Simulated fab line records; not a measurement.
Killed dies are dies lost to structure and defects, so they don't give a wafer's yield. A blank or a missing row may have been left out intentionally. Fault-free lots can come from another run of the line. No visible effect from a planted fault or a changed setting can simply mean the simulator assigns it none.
Chamber matching    flow n5-finfet    N5_GATE_CUT_ETCH_58 on rie-diel-05: 4 sister chambers
The step etches SiNx in CH3F/O2, target depth 17 nm, time 128.6 s. 18 wafers are shown with their chamber, then 9 later ones without.

== EACH WAFER AND ITS CHAMBER ==
wafer   chamber  throttle-valve-pct (%)  showerhead-plenum-p-Torr (Torr)  oes-product-au (a.u.)
L074.1  0        16.70                   1.92                             0.72
L074.3  1        16.47                   1.94                             0.76
L074.5  0        16.71                   1.92                             0.74
L076.3  2        16.40                   2.08                             0.71
L076.4  3        16.66                   1.88                             0.65
L076.6  0        16.74                   1.92                             0.72
L079.1  0        16.72                   1.92                             0.73
L079.2  1        16.50                   1.94                             0.75
L079.6  0        16.74                   1.92                             0.72
L082.2  3        16.19                   2.13                             0.98
L082.3  1        16.51                   1.94                             0.74
L082.4  0        16.73                   1.92                             0.72
L081.2  3        16.18                   2.13                             0.98
L081.3  0        16.74                   1.92                             0.72
L081.5  3        16.19                   2.13                             0.98
L084.1  3        16.19                   2.12                             0.97
L084.2  1        16.51                   1.94                             0.75
L084.4  0        16.75                   1.91                             0.72

SIGNATURES, as means of the wafers listed above
reading                   chamber 0  chamber 1  chamber 2  chamber 3  scatter within a chamber
throttle-valve-pct        16.7287    16.4975    16.4000    16.2820    0.114
showerhead-plenum-p-Torr  1.9187     1.9400     2.0800     2.0780     0.0593
oes-product-au            0.7238     0.7500     0.7100     0.9120     0.0786
Rule: for a wafer and a chamber, the distance is found by dividing, reading by reading, the gap between the wafer's reading and the chamber's mean by the reading's scatter, squaring, summing and taking the root. If the next closest chamber is less than 2 further off than the closest, the wafer can't be placed; otherwise it belongs to the closest. How the scatter is found: for the shown wafers, subtract from each reading the mean of its chamber, square and add these, divide the total by (wafers less chambers), then take the root.

== WAFERS MISSING THEIR CHAMBER ==
wafer   throttle-valve-pct (%)  showerhead-plenum-p-Torr (Torr)  oes-product-au (a.u.)
L085.2  16.43                   2.07                             0.71
L085.4  16.76                   1.91                             0.72
L085.6  16.78                   1.91                             0.70
L091.1  16.78                   1.91                             0.70
L091.2  16.20                   2.12                             0.90
L091.3  16.56                   1.93                             0.72
L097.1  16.82                   1.90                             0.68
L097.3  16.59                   1.93                             0.72
L097.6  16.24                   2.11                             0.88

== WHICH CHAMBER EACH WENT THROUGH ==
wafer   from the rows above      in truth
L085.2  2                        2
L085.4  0                        0
L085.6  0                        0
L091.1  0                        0
L091.2  3                        3
L091.3  can't be placed: 1 or 0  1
L097.1  0                        0
L097.3  can't be placed: 1 or 0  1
L097.6  can't be placed: 3 or 2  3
6 of 9 placed correctly. Not placeable from these rows: 3 (in 3, the candidates include the true chamber). Wrongly placed: 0.
